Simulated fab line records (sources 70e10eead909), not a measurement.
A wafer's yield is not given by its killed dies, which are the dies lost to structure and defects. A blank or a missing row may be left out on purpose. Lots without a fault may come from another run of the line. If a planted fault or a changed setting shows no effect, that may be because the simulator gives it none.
fab line records    flow nand-harc
[record] lots = 24  wafers = 72  last-day = 24
route steps=1159 shown A_CONTACT@951 A_BLC@975 A_M0@1024
lots with no fault: from the same line, run without faults
start-h: start of the lot's first displayed wafer, in hours after the record's first day    wait-h: time in hours since the lot's previous step    " same as the row above    L1.1+2: a row that stands for several wafers    - value missing, or start not given    * or withheld: withheld    < > ~ a bound
route shown NAME@n: NAME is a module with steps in the file, n the number in the route of the first one    usual: the fault-free wafers' mean and standard deviation    same: alike in all rows    chamber/n: place in a boat    sites: each site's reading    _std_site: standard deviation across them    _edge_site: inner sites' mean taken away from outer sites' mean    radius-mm: for every site, how far away it sits from the centre of the wafer    mask NAME#n: copy n    behind: the most recent tool/chamber to have shaped the wafer    hold: cause of the lot's hold/its duration in hours/its outcome    device: which transistor (n, p or np) failed to switch    end of line: tests run on the same wafers once the route is complete    a step given without rows: its recipe and nothing more    killed: dies that structure and defects cost at the first sort, which is not the same as the wafer's yield    map: shows each die of a wafer: x if killed, . if not, _ if none is there
set.NAME: the setting as run; set.NAME@STEP: as run at that earlier step    model.NAME: the simulator's own value behind a step, which no gauge read
the route's steps for a sample of lots (tables are steps, rows are wafers)
services: a tool's chamber out of use, with start hour (start-h, from the record's first day; less than 0 if before it), hours out, and reason
[[steps]]
[step NHARC_A_CONTACT_CD_MEAS_15]
[usual] cd-nm = 90.0/0.82
lot.wafer  tool       chamber  start-h  wait-h  cd-nm
L075.2     cd-sem-03  -        381.79   -       91.2
L075.3     "          -        "        "       90.6
L075.4     "          -        "        "       91.1
L074.1     cd-sem-01  -        387.70   -       89.4
L074.4     "          -        "        "       89.7
L074.5     "          -        "        "       90.8
L077.1     cd-sem-01  -        392.62   -       89.4
L077.4     "          -        "        "       89.5
L077.5     "          -        "        "       89.0
L076.1     cd-sem-01  -        393.79   -       89.8
L076.2     "          -        "        "       89.8
L076.6     "          -        "        "       89.2
L078.3     cd-sem-02  -        412.05   -       89.5
L078.5     "          -        "        "       89.3
L078.6     "          -        "        "       91.4
L080.2     cd-sem-02  -        422.83   -       89.7
L080.3     "          -        "        "       89.0
L080.4     "          -        "        "       89.4
L079.1     cd-sem-02  -        427.81   -       89.0
L079.2     "          -        "        "       89.9
L079.5     "          -        "        "       89.2
L082.2     cd-sem-01  -        431.00   -       89.7
L082.5     "          -        "        "       89.3
L082.6     "          -        "        "       89.8
L081.2     cd-sem-02  -        433.28   -       90.8
L081.4     "          -        "        "       90.3
L081.5     "          -        "        "       90.4
L084.1     cd-sem-01  -        441.32   -       91.1
L084.2     "          -        "        "       90.7
L084.4     "          -        "        "       90.3
L083.2     cd-sem-02  -        443.89   0.1     89.7
L083.3     "          -        "        "       89.5
L083.4     "          -        "        "       89.4
L085.1     cd-sem-01  -        456.74   -       88.5
L085.2     "          -        "        "       89.9
L085.3     "          -        "        "       88.6
L087.1     cd-sem-01  -        457.90   -       90.1
L087.4     "          -        "        "       90.0
L087.6     "          -        "        "       89.7
L086.1     cd-sem-02  -        460.50   -       90.3
L086.3     "          -        "        "       91.1
L086.6     "          -        "        "       91.7
L088.1     cd-sem-03  -        463.95   -       88.5
L088.2     "          -        "        "       88.9
L088.4     "          -        "        "       88.8
L090.1     cd-sem-01  -        476.31   -       89.2
L090.3     "          -        "        "       89.1
L090.4     "          -        "        "       89.8
L089.2     cd-sem-03  -        480.22   -       90.1
L089.3     "          -        "        "       88.9
L089.5     "          -        "        "       89.1
L092.3     cd-sem-02  -        485.78   -       90.5
L092.5     "          -        "        "       90.6
L092.6     "          -        "        "       91.6
L091.2     cd-sem-02  -        487.75   -       90.7
L091.4     "          -        "        "       92.1
L091.5     "          -        "        "       91.0
L093.2     cd-sem-03  -        499.41   -       89.3
L093.3     "          -        "        "       90.3
L093.4     "          -        "        "       89.6
L094.1     cd-sem-03  -        500.04   -       90.2
L094.3     "          -        "        "       90.1
L094.5     "          -        "        "       90.0
L096.3     cd-sem-02  -        508.92   -       90.7
L096.4     "          -        "        "       90.8
L096.6     "          -        "        "       89.8
L097.2     cd-sem-01  -        510.38   -       90.2
L097.4     "          -        "        "       89.4
L097.5     "          -        "        "       89.1
L095.2     cd-sem-01  -        511.78   -       90.5
L095.3     "          -        "        "       91.4
L095.5     "          -        "        "       90.1
[step NHARC_A_BLC_OVL_MEAS_11]
[usual] overlay-x-nm = 0.0/0.97  overlay-y-nm = 0.3/0.86
lot.wafer  tool        chamber  start-h  wait-h  overlay-x-nm  overlay-y-nm
L075.2     overlay-02  -        392.03   -       1.2           -0.4
L075.3     "           -        "        "       0.8           -0.4
L075.4     "           -        "        "       0.8           0.2
L074.1     overlay-01  -        397.88   -       1.4           0.6
L074.4     "           -        "        "       1.6           1.0
L074.5     "           -        "        "       1.9           0.3
L077.1     overlay-01  -        400.41   -       0.1           0.7
L077.4     "           -        "        "       -0.4          0.4
L077.5     "           -        "        "       -0.1          0.4
L076.1     overlay-02  -        401.58   -       0.8           1.7
L076.2     "           -        "        "       0.6           1.4
L076.6     "           -        "        "       0.7           1.9
L078.3     overlay-02  -        418.64   -       -0.5          1.0
L078.5     "           -        "        "       -0.3          0.7
L078.6     "           -        "        "       -0.4          0.1
L080.2     overlay-01  -        425.83   -       -0.9          1.5
L080.3     "           -        "        "       -0.8          1.4
L080.4     "           -        "        "       -1.0          1.4
L079.1     overlay-02  -        437.13   -       0.5           0.9
L079.2     "           -        "        "       0.6           0.4
L079.5     "           -        "        "       0.3           0.7
L082.2     overlay-01  -        437.77   -       0.7           -1.4
L082.5     "           -        "        "       0.8           -1.1
L082.6     "           -        "        "       0.9           -0.6
L081.2     overlay-02  -        438.86   -       1.9           -0.8
L081.4     "           -        "        "       2.8           -1.4
L081.5     "           -        "        "       1.4           -0.7
L084.1     overlay-02  -        444.43   -       -1.6          0.3
L084.2     "           -        "        "       -1.3          0.0
L084.4     "           -        "        "       -0.7          0.0
L083.2     overlay-01  -        450.92   -       0.4           -0.5
L083.3     "           -        "        "       -0.2          -0.9
L083.4     "           -        "        "       0.4           -0.1
L085.1     overlay-01  -        459.74   -       0.5           0.6
L085.2     "           -        "        "       0.7           0.9
L085.3     "           -        "        "       0.3           0.1
L087.1     overlay-01  -        460.94   -       -1.1          -0.3
L087.4     "           -        "        "       -1.0          0.4
L087.6     "           -        "        "       -1.5          0.2
L086.1     overlay-01  -        466.85   -       -1.0          -0.6
L086.3     "           -        "        "       -1.4          -0.2
L086.6     "           -        "        "       -0.9          -0.2
L088.1     overlay-01  -        468.00   -       -1.4          0.0
L088.2     "           -        "        "       -1.6          1.3
L088.4     "           -        "        "       -1.6          0.6
L090.1     overlay-02  -        480.26   -       -0.7          0.3
L090.3     "           -        "        "       -1.1          0.1
L090.4     "           -        "        "       -0.4          0.1
L089.2     overlay-02  -        485.82   -       -1.5          1.4
L089.3     "           -        "        "       -1.2          1.2
L089.5     "           -        "        "       -1.0          1.5
L092.3     overlay-02  -        492.88   -       0.3           -1.0
L092.5     "           -        "        "       0.6           -0.6
L092.6     "           -        "        "       0.8           -0.8
L091.2     overlay-01  -        496.94   -       0.6           -0.4
L091.4     "           -        "        "       1.4           0.2
L091.5     "           -        "        "       1.1           0.5
L093.2     overlay-02  -        506.06   -       1.0           0.9
L093.3     "           -        "        "       1.1           0.9
L093.4     "           -        "        "       0.5           0.7
L094.1     overlay-02  -        506.82   -       -0.2          1.5
L094.3     "           -        "        "       -0.8          1.1
L094.5     "           -        "        "       -0.2          1.3
L096.3     overlay-01  -        511.97   -       0.3           0.7
L096.4     "           -        "        "       0.1           1.5
L096.6     "           -        "        "       0.5           1.3
L097.2     overlay-01  -        513.42   -       -0.3          -1.8
L097.4     "           -        "        "       -0.1          -1.4
L097.5     "           -        "        "       -0.1          -1.3
L095.2     overlay-02  -        515.01   -       -0.3          0.7
L095.3     "           -        "        "       0.2           1.3
L095.5     "           -        "        "       -0.2          1.0
[step NHARC_A_BLC_ETCH_17]
[recipe] target-depth-a = 3900  over-etch-frac = 0.25  time-s = 609.38  ion-energy-ev = 200  n2-flow-sccm = 150  h2-flow-sccm = 150  ar-flow-sccm = 0  rf-w = 400  bias-w = 150  chemistry = N2/H2
[usual] drypump-motor-current-A = 5.6/0.52  oes-product-au = 0.998/0.016  rf-vpp-V = 430.5/2.9  showerhead-plenum-p-Torr = 2.04/0.1  throttle-valve-pct = 14.171/0.0079
lot.wafer  tool         chamber  start-h  wait-h  drypump-motor-current-A  oes-product-au  rf-hours-counter-h  rf-vpp-V  showerhead-plenum-p-Torr  throttle-valve-pct
L075.2     rie-diel-03  3        -        -       4.8                      0.995           17                  433.7     2.19                      14.174
L075.3     "            0        "        "       5.6                      1.034           13                  430.0     2.01                      14.172
L075.4     "            2        "        "       4.9                      0.989           16                  432.5     2.13                      14.171
L074.4     rie-diel-13  3        -        -       5.5                      0.980           47                  428.5     1.97                      14.170
L074.1     "            2        "        "       5.2                      1.025           47                  431.1     2.05                      14.182
L074.5     "            3        "        "       5.5                      0.988           -                   429.6     1.97                      14.179
L077.1     rie-diel-13  0        -        -       6.6                      1.019           48                  434.2     2.18                      14.176
L077.4     "            1        "        "       5.5                      0.998           48                  431.5     2.06                      14.173
L077.5     "            0        "        "       6.7                      1.025           -                   432.8     2.18                      14.173
L076.2     rie-diel-13  0        -        -       6.7                      1.028           48                  434.1     2.18                      14.162
L076.1     "            1        "        "       5.5                      0.993           48                  431.0     2.06                      14.168
L076.6     "            0        "        "       6.7                      1.021           -                   435.4     2.18                      14.176
L078.3     rie-diel-07  1        -        -       6.1                      0.994           1                   425.8     1.88                      14.158
L078.6     "            0        "        "       6.2                      1.000           -                   426.2     1.91                      14.179
L078.5     "            1        "        "       6.2                      0.986           -                   426.1     1.88                      14.166
L080.2     rie-diel-13  3        -        -       5.5                      0.988           56                  428.8     1.97                      14.155
L080.4     "            0        "        "       6.7                      1.021           57                  434.2     2.18                      14.177
L080.3     "            2        "        "       5.3                      1.013           54                  430.7     2.05                      14.179
L079.2     rie-diel-03  1        -        -       5.5                      0.974           3                   430.1     2.01                      14.179
L079.1     "            3        "        "       4.9                      0.991           3                   435.6     2.19                      14.164
L079.5     "            2        "        "       4.9                      0.964           -                   434.2     2.13                      14.178
L082.2     rie-diel-07  0        -        -       6.2                      0.999           4                   426.4     1.91                      14.166
L082.6     "            1        "        "       6.2                      0.991           -                   426.9     1.88                      14.176
L082.5     "            2        "        "       5.8                      0.993           -                   429.5     2.01                      14.168
L081.4     rie-diel-13  2        -        -       5.2                      1.022           58                  429.8     2.05                      14.166
L081.2     "            3        "        "       5.4                      0.988           61                  428.1     1.97                      14.158
L081.5     "            2        "        "       5.2                      1.027           -                   431.7     2.05                      14.159
L084.4     rie-diel-07  0        -        -       6.2                      0.998           4                   427.9     1.91                      14.182
L084.2     "            1        "        "       6.2                      0.992           5                   426.5     1.88                      14.173
L084.1     "            2        "        "       5.8                      0.999           4                   431.4     2.01                      14.170
L083.3     rie-diel-03  3        -        -       4.8                      0.994           4                   434.0     2.19                      14.174
L083.2     "            2        "        "       4.9                      0.974           4                   432.6     2.13                      14.184
L083.4     "            1        "        "       5.5                      0.970           -                   429.2     2.01                      14.175
L085.2     rie-diel-07  1        -        -       6.1                      0.983           6                   426.3     1.88                      14.176
L085.1     "            2        "        "       5.8                      1.011           6                   429.5     2.01                      14.179
L085.3     "            0        "        "       6.2                      0.992           6                   426.5     1.91                      14.168
L087.4     rie-diel-07  3        -        -       5.6                      1.002           6                   433.1     2.15                      14.177
L087.1     "            1        "        "       6.1                      0.981           7                   425.8     1.88                      14.171
L087.6     "            2        "        "       5.8                      0.999           -                   428.1     2.01                      14.175
L086.1     rie-diel-03  3        -        -       4.9                      0.994           5                   435.0     2.19                      14.171
L086.3     "            1        "        "       5.5                      0.974           6                   430.1     2.01                      14.172
L086.6     "            3        "        "       4.9                      0.986           -                   435.1     2.19                      14.181
L088.1     rie-diel-07  3        -        -       5.6                      1.011           6                   432.7     2.15                      14.170
L088.4     "            0        "        "       6.2                      0.999           7                   425.8     1.91                      14.172
L088.2     "            1        "        "       6.1                      0.978           7                   425.1     1.88                      14.161
L090.1     rie-diel-13  2        480.78   0.2     5.2                      1.023           7                   429.4     2.04                      14.153
L090.4     "            0        "        "       6.6                      1.021           -                   434.5     2.17                      14.165
L090.3     "            2        "        "       5.2                      1.019           -                   431.8     2.04                      14.175
L089.2     rie-diel-07  2        -        -       5.8                      1.003           10                  429.8     2.01                      14.179
L089.3     "            3        "        "       5.6                      1.013           9                   433.8     2.15                      14.176
L089.5     "            0        "        "       6.2                      1.019           -                   426.3     1.91                      14.174
L092.3     rie-diel-03  0        -        -       5.6                      1.006           7                   427.9     2.01                      14.163
L092.6     "            1        "        "       5.5                      0.992           -                   430.8     2.01                      14.182
L092.5     "            2        "        "       4.9                      0.968           -                   432.8     2.12                      14.167
L091.4     rie-diel-07  0        -        -       6.2                      1.007           11                  426.8     1.91                      14.171
L091.2     "            1        "        "       6.2                      0.987           11                  425.5     1.88                      14.177
L091.5     "            0        "        "       6.2                      1.009           -                   426.8     1.91                      14.200
L093.4     rie-diel-03  0        -        -       5.6                      1.007           8                   428.7     2.01                      14.176
L093.2     "            1        "        "       5.5                      0.980           10                  427.0     2.01                      14.166
L093.3     "            3        "        "       4.9                      0.989           9                   432.6     2.19                      14.164
L094.3     rie-diel-07  1        -        -       6.1                      0.990           12                  425.8     1.88                      14.167
L094.1     "            3        "        "       5.6                      1.022           11                  433.6     2.15                      14.161
L094.5     "            2        "        "       5.8                      0.994           -                   429.3     2.01                      14.171
L096.3     rie-diel-03  2        -        -       4.9                      0.975           10                  433.9     2.12                      14.161
L096.4     "            3        "        "       4.8                      0.993           10                  433.3     2.19                      14.168
L096.6     "            1        "        "       5.5                      0.994           -                   430.2     2.01                      14.172
L097.4     rie-diel-03  0        -        -       5.6                      1.007           9                   429.6     2.01                      14.171
L097.2     "            2        "        "       4.9                      0.992           11                  433.4     2.12                      14.181
L097.5     "            3        "        "       4.8                      0.991           -                   434.7     2.19                      14.154
L095.2     rie-diel-03  2        -        -       4.9                      0.996           11                  433.7     2.12                      14.175
L095.3     "            3        "        "       4.9                      1.004           11                  434.3     2.19                      14.179
L095.5     "            2        "        "       4.9                      0.989           -                   432.6     2.12                      14.166
[step NHARC_A_BLC_STRIP_21]
[recipe] o2-flow-sccm = 500  ar-flow-sccm = 0  bias-w = 0  chemistry = O2
[usual] drypump-motor-current-A = 5.6/0.48  oes-product-au = 0.996/0.015  rf-vpp-V = 57.8/0.89  showerhead-plenum-p-Torr = 3.53/0.15  throttle-valve-pct = 17.036/0.0095
lot.wafer  tool         chamber  start-h  wait-h  drypump-motor-current-A  oes-product-au  rf-hours-counter-h  rf-vpp-V  showerhead-plenum-p-Torr  throttle-valve-pct
L075.4     rie-diel-07  1        393.29   0.1     6.2                      0.991           16                  58.7      3.29                      17.041
L075.2     "            2        "        "       5.8                      1.001           17                  57.2      3.49                      17.023
L075.3     "            0        "        "       6.2                      0.994           16                  56.4      3.33                      17.023
L074.4     rie-diel-07  0        399.14   0.1     6.2                      1.000           17                  58.0      3.33                      17.039
L074.1     "            1        "        "       6.1                      0.982           16                  56.1      3.28                      17.040
L074.5     "            3        "        "       5.7                      1.006           -                   57.5      3.70                      17.031
L077.1     rie-diel-03  0        401.70   0.1     5.6                      1.025           0                   59.7      3.49                      17.056
L077.4     "            3        "        "       4.9                      1.000           0                   58.7      3.77                      17.039
L077.5     "            0        "        "       5.6                      1.012           -                   57.6      3.49                      17.035
L076.1     rie-diel-07  2        403.15   0.1     5.8                      0.992           18                  57.6      3.49                      17.043
L076.2     "            1        "        "       6.2                      0.985           17                  57.3      3.28                      17.034
L076.6     "            3        "        "       5.6                      1.004           -                   56.8      3.70                      17.041
L078.3     rie-diel-03  1        419.91   0.1     5.5                      0.986           1                   57.3      3.48                      17.036
L078.5     "            2        "        "       4.9                      0.980           -                   58.9      3.66                      17.026
L078.6     "            3        "        "       4.9                      0.981           -                   57.4      3.77                      17.046
L080.3     rie-diel-07  3        427.07   0.1     5.6                      1.006           2                   58.9      3.70                      17.050
L080.4     "            1        "        "       6.1                      0.990           2                   57.8      3.28                      17.050
L080.2     "            2        "        "       5.8                      0.997           2                   57.5      3.49                      17.010
L079.1     rie-diel-13  2        438.38   0.1     5.2                      1.028           58                  58.8      3.54                      17.033
L079.2     "            0        "        "       6.7                      1.038           61                  57.7      3.74                      17.042
L079.5     "            2        "        "       5.2                      1.029           -                   58.4      3.54                      17.048
L082.2     rie-diel-07  0        439.37   0.1     6.2                      0.997           4                   55.3      3.33                      17.048
L082.6     "            1        "        "       6.2                      0.988           -                   57.6      3.28                      17.044
L082.5     "            2        "        "       5.8                      1.009           -                   58.5      3.49                      17.042
L081.2     rie-diel-03  1        440.12   0.1     5.5                      0.975           3                   57.7      3.48                      17.033
L081.4     "            2        "        "       4.9                      0.979           3                   58.2      3.66                      17.035
L081.5     "            0        "        "       5.6                      1.010           -                   57.4      3.48                      17.031
L084.4     rie-diel-07  0        445.67   0.1     6.2                      1.001           5                   56.7      3.33                      17.028
L084.2     "            2        "        "       5.8                      1.004           4                   57.2      3.49                      17.042
L084.1     "            3        "        "       5.6                      1.019           4                   59.0      3.70                      17.039
L083.2     rie-diel-03  1        452.37   0.1     5.5                      0.968           5                   58.0      3.48                      17.036
L083.3     "            3        "        "       4.8                      0.993           5                   56.4      3.76                      17.027
L083.4     "            1        "        "       5.5                      0.967           -                   59.2      3.48                      17.049
L085.3     rie-diel-03  3        460.99   0.1     4.9                      0.997           5                   57.4      3.76                      17.026
L085.1     "            0        "        "       5.6                      1.015           3                   57.8      3.48                      17.046
L085.2     "            1        "        "       5.5                      0.971           5                   57.4      3.48                      17.048
L087.1     rie-diel-03  2        462.18   0.1     4.9                      0.979           5                   57.8      3.66                      17.034
L087.4     "            0        "        "       5.6                      1.025           4                   56.7      3.48                      17.025
L087.6     "            3        "        "       4.8                      0.992           -                   56.6      3.76                      17.018
L086.1     rie-diel-07  1        468.18   0.1     6.1                      0.973           7                   56.8      3.28                      17.032
L086.3     "            3        "        "       5.6                      1.013           6                   60.2      3.70                      17.025
L086.6     "            1        "        "       6.2                      0.988           -                   58.8      3.28                      17.041
L088.2     rie-diel-03  0        469.30   0.1     5.6                      1.013           4                   57.2      3.48                      17.051
L088.4     "            1        "        "       5.5                      0.978           6                   57.8      3.48                      17.035
L088.1     "            2        "        "       4.9                      0.986           6                   58.4      3.66                      17.039
L090.1     rie-diel-13  2        482.27   0.2     5.2                      1.008           7                   57.5      3.53                      17.024
L090.3     "            0        "        "       6.6                      1.021           -                   57.9      3.73                      17.028
L090.4     "            2        "        "       5.2                      1.014           -                   59.1      3.53                      17.040
L089.3     rie-diel-03  2        487.09   0.1     4.9                      0.973           8                   56.9      3.66                      17.036
L089.2     "            0        "        "       5.6                      1.002           6                   58.2      3.48                      17.040
L089.5     "            2        "        "       4.9                      0.978           -                   59.3      3.66                      17.039
L092.3     rie-diel-03  0        494.12   0.1     5.6                      1.005           7                   57.3      3.48                      17.048
L092.5     "            0        "        "       5.6                      1.005           -                   57.4      3.48                      17.050
L092.6     "            1        "        "       5.5                      0.984           -                   57.6      3.48                      17.014
L091.2     rie-diel-03  0        498.19   0.1     5.6                      1.007           7                   58.6      3.48                      17.024
L091.4     "            2        "        "       4.9                      0.968           9                   56.9      3.66                      17.040
L091.5     "            0        "        "       5.6                      1.005           -                   57.6      3.48                      17.042
L093.3     rie-diel-03  0        507.30   0.1     5.6                      1.007           8                   57.4      3.48                      17.041
L093.2     "            2        "        "       4.9                      0.981           10                  58.7      3.66                      17.035
L093.4     "            3        "        "       4.8                      0.984           10                  57.3      3.76                      17.033
L094.3     rie-diel-07  1        508.06   0.1     6.2                      0.986           13                  58.4      3.28                      17.034
L094.1     "            3        "        "       5.6                      1.017           11                  58.6      3.70                      17.030
L094.5     "            2        "        "       5.8                      0.995           -                   58.4      3.48                      17.052
L096.3     rie-diel-07  1        513.21   0.1     6.1                      0.988           13                  57.3      3.28                      17.042
L096.4     "            3        "        "       5.6                      1.017           11                  58.1      3.69                      17.028
L096.6     "            1        "        "       6.2                      0.991           -                   56.6      3.28                      17.052
L097.4     rie-diel-07  0        514.68   0.1     6.2                      1.002           12                  57.0      3.32                      17.039
L097.2     "            1        "        "       6.2                      0.979           13                  55.9      3.28                      17.023
L097.5     "            2        "        "       5.8                      0.990           -                   56.5      3.48                      17.014
L095.2     rie-diel-13  2        516.26   0.1     5.2                      1.021           17                  57.6      3.53                      17.023
L095.3     "            0        "        "       6.6                      1.010           20                  57.4      3.72                      17.037
L095.5     "            2        "        "       5.2                      1.014           -                   56.7      3.53                      17.029
[step NHARC_A_BLC_INSPECT_28]
[usual] raw-defect-count = 442/140
lot.wafer  tool               chamber  start-h  wait-h  raw-defect-count
L075.2     defect-inspect-01  -        400.20   0.1     623
L075.3     "                  -        "        "       671
L075.4     "                  -        "        "       567
L074.1     defect-inspect-01  -        401.82   0.1     371
L074.4     "                  -        "        "       584
L074.5     "                  -        "        "       465
L077.1     defect-inspect-01  -        406.54   0.1     323
L077.4     "                  -        "        "       468
L077.5     "                  -        "        "       587
L076.1     defect-inspect-02  -        407.35   0.1     285
L076.2     "                  -        "        "       243
L076.6     "                  -        "        "       307
L078.3     defect-inspect-02  -        421.69   0.1     366
L078.5     "                  -        "        "       368
L078.6     "                  -        "        "       380
L080.2     defect-inspect-02  -        433.14   0.1     341
L080.3     "                  -        "        "       414
L080.4     "                  -        "        "       410
L079.1     defect-inspect-01  -        441.98   0.1     663
L079.2     "                  -        "        "       492
L079.5     "                  -        "        "       464
L082.2     defect-inspect-01  -        442.42   0.1     309
L082.5     "                  -        "        "       511
L082.6     "                  -        "        "       297
L081.2     defect-inspect-01  -        442.55   0.1     578
L081.4     "                  -        "        "       835
L081.5     "                  -        "        "       480
L084.1     defect-inspect-02  -        450.82   0.1     342
L084.2     "                  -        "        "       353
L084.4     "                  -        "        "       320
L083.2     defect-inspect-02  -        454.49   0.1     699
L083.3     "                  -        "        "       571
L083.4     "                  -        "        "       542
L085.1     defect-inspect-01  -        466.75   0.1     245
L085.2     "                  -        "        "       253
L085.3     "                  -        "        "       238
L087.1     defect-inspect-01  -        466.97   0.1     392
L087.4     "                  -        "        "       427
L087.6     "                  -        "        "       385
L086.1     defect-inspect-02  -        469.96   0.1     344
L086.3     "                  -        "        "       328
L086.6     "                  -        "        "       436
L088.1     defect-inspect-02  -        471.11   0.1     314
L088.2     "                  -        "        "       252
L088.4     "                  -        "        "       280
L090.1     defect-inspect-01  -        491.58   0.1     290
L090.3     "                  -        "        "       300
L090.4     "                  -        "        "       344
L089.2     defect-inspect-02  -        492.76   0.1     272
L089.3     "                  -        "        "       394
L089.5     "                  -        "        "       508
L092.3     defect-inspect-01  -        496.74   0.1     349
L092.5     "                  -        "        "       264
L092.6     "                  -        "        "       303
L091.2     defect-inspect-01  -        504.78   0.1     1163
L091.4     "                  -        "        "       543
L091.5     "                  -        "        "       407
L093.2     defect-inspect-01  -        509.26   0.1     563
L093.3     "                  -        "        "       440
L093.4     "                  -        "        "       437
L094.1     defect-inspect-02  -        509.88   0.1     433
L094.3     "                  -        "        "       352
L094.5     "                  -        "        "       575
L096.3     defect-inspect-02  -        515.07   0.1     351
L096.4     "                  -        "        "       410
L096.6     "                  -        "        "       544
L097.2     defect-inspect-02  -        516.61   0.1     365
L097.4     "                  -        "        "       280
L097.5     "                  -        "        "       613
L095.2     defect-inspect-02  -        519.48   0.1     494
L095.3     "                  -        "        "       432
L095.5     "                  -        "        "       412
[step NHARC_A_M0_PRE_CLEAN_31]
[recipe] time-s = 12  temp-c = 370  rf-power-w = 300  gas = NH3
[usual] heater-power-w = 673/94
lot.wafer  tool      chamber  start-h  wait-h  heater-power-w
L075.3     pecvd-02  2        403.72   0.1     789
L075.2     "         1        "        "       658
L075.4     "         2        "        "       784
L074.1     pecvd-04  0        405.53   0.1     683
L074.4     "         1        "        "       683
L074.5     "         0        "        "       670
L077.1     pecvd-01  0        410.68   0.4     525
L077.5     "         1        "        "       538
L077.4     "         0        "        "       531
L076.2     pecvd-01  1        411.07   0.1     547
L076.1     "         2        "        "       720
L076.6     "         2        "        "       716
L078.3     pecvd-02  1        425.81   0.4     651
L078.5     "         0        "        "       719
L078.6     "         1        "        "       659
L080.3     pecvd-04  0        436.82   0.1     655
L080.2     "         1        "        "       715
L080.4     "         1        "        "       720
L079.2     pecvd-01  0        445.69   0.1     635
L079.1     "         1        "        "       568
L079.5     "         1        "        "       556
L082.2     pecvd-02  2        446.24   0.1     755
L082.5     "         0        "        "       650
L082.6     "         2        "        "       729
L081.2     pecvd-01  0        446.58   0.1     604
L081.5     "         2        "        "       783
L081.4     "         0        "        "       612
L084.2     pecvd-04  1        454.72   0.1     707
L084.1     "         2        "        "       673
L084.4     "         2        "        "       671
L083.3     pecvd-02  1        458.57   0.1     651
L083.2     "         2        "        "       754
L083.4     "         2        "        "       739
L085.3     pecvd-04  0        470.56   0.1     700
L085.1     "         1        "        "       664
L085.2     "         2        "        "       616
L087.1     pecvd-02  0        470.89   0.1     726
L087.6     "         0        "        "       714
L087.4     "         1        "        "       675
L086.1     pecvd-01  2        473.69   0.1     820
L086.3     "         0        "        "       637
L086.6     "         1        "        "       513
L088.2     pecvd-01  0        475.32   0.1     652
L088.1     "         1        "        "       575
L088.4     "         1        "        "       557
L090.1     pecvd-01  0        495.30   0.1     579
L090.3     "         1        "        "       565
L090.4     "         2        "        "       775
L089.3     pecvd-01  0        496.44   0.1     644
L089.2     "         1        "        "       504
L089.5     "         1        "        "       506
L092.3     pecvd-02  0        500.54   0.1     656
L092.5     "         2        "        "       779
L092.6     "         0        "        "       665
L091.2     pecvd-01  1        508.32   0.1     500
L091.5     "         2        "        "       845
L091.4     "         0        "        "       551
L093.2     pecvd-02  2        512.81   0.1     696
L093.3     "         0        "        "       663
L093.4     "         1        "        "       642
L094.3     pecvd-01  2        513.76   0.1     822
L094.1     "         0        "        "       602
L094.5     "         0        "        "       605
L096.3     pecvd-01  2        518.80   0.1     840
L096.4     "         0        "        "       605
L096.6     "         1        "        "       546
L097.2     pecvd-01  2        520.79   0.7     756
L097.4     "         0        "        "       625
L097.5     "         2        "        "       738
L095.3     pecvd-04  0        523.54   0.2     717
L095.2     "         1        "        "       752
L095.5     "         1        "        "       741
[[services]]
tool         chamber  start-h  hours  kind
rie-diel-03  0        371.38   -      clean
rie-diel-03  1        371.38   -      clean
rie-diel-03  2        371.38   -      clean
rie-diel-03  3        371.38   -      clean
pecvd-04     -        376.56   13.0   pm
rie-diel-03  -        377.83   2.6    repair
rie-diel-03  -        392.56   9.0    pm
rie-diel-03  0        392.56   9.0    vent-cycle
rie-diel-03  1        392.56   9.0    vent-cycle
rie-diel-03  2        392.56   9.0    vent-cycle
rie-diel-03  3        392.56   9.0    vent-cycle
rie-diel-03  0        401.56   -      clean
rie-diel-07  -        405.20   9.0    pm
rie-diel-13  -        407.12   0.5    repair
pecvd-01     -        418.07   13.0   pm
rie-diel-03  0        441.54   11.7   repair
rie-diel-13  -        453.33   9.0    pm
rie-diel-13  3        477.16   9.0    repair
pecvd-04     2        477.63   5.5    repair
rie-diel-13  1        480.34   15.6   repair
rie-diel-13  2        496.13   6.9    repair
pecvd-02     -        515.34   13.0   pm
rie-diel-03  2        516.99   2.4    repair
rie-diel-07  3        521.70   19.2   repair
[[key]]
fault none
